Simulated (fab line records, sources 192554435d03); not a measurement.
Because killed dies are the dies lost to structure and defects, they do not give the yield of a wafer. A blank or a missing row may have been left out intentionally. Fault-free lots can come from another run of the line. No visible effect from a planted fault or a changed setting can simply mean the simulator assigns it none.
Chamber matching -- flow n5-finfet -- 4 sister chambers for N5_BEOL_M4_ETCH_63 on rie-diel-06
The step etches SiARC in CF4, target depth 15.6 nm, time 26 s. 8 wafers are shown with their chamber, then 10 later ones without.

EACH WAFER AND ITS CHAMBER
wafer,chamber,showerhead-plenum-p-Torr (Torr),oes-product-au (a.u.)
L078.6,0,2.12,0.59
L083.4,0,2.12,0.60
L083.5,1,2.20,0.59
L089.5,3,2.16,0.69
L090.5,2,2.15,0.64
L090.6,3,2.16,0.69
L092.1,2,2.14,0.64
L092.3,1,2.20,0.59

WAFERS WITH NO CHAMBER GIVEN
wafer,showerhead-plenum-p-Torr (Torr),oes-product-au (a.u.)
L092.4,2.11,0.58
L093.2,2.20,0.59
L093.4,2.11,0.59
L093.5,2.11,0.59
L094.1,2.20,0.58
L094.2,2.15,0.68
L094.3,2.11,0.57
L097.1,2.14,0.63
L097.3,2.11,0.58
L097.5,2.19,0.58

EACH ONE'S CHAMBER
wafer,from the rows above,in truth
L092.4,0,0
L093.2,1,1
L093.4,0,0
L093.5,0,0
L094.1,1,1
L094.2,3,3
L094.3,0,0
L097.1,2,2
L097.3,0,0
L097.5,1,1
Correctly placed: 10 of 10. Number that these rows cannot place: 0. Placed wrongly: 0.
How it was worked out, from the rows above alone: a wafer's distance from a chamber is the root of the sum, over the readings, of the square of ((its reading less the chamber's mean) divided by the reading's scatter). If the next closest chamber is less than 2 further off than the closest, the wafer can't be placed; otherwise it belongs to the closest. The mean given for a chamber averages the wafers shown for that chamber. The scatter is the square root of a quotient: the sum, over the shown wafers, of each reading's squared deviation from its chamber's mean, divided by wafers minus chambers.
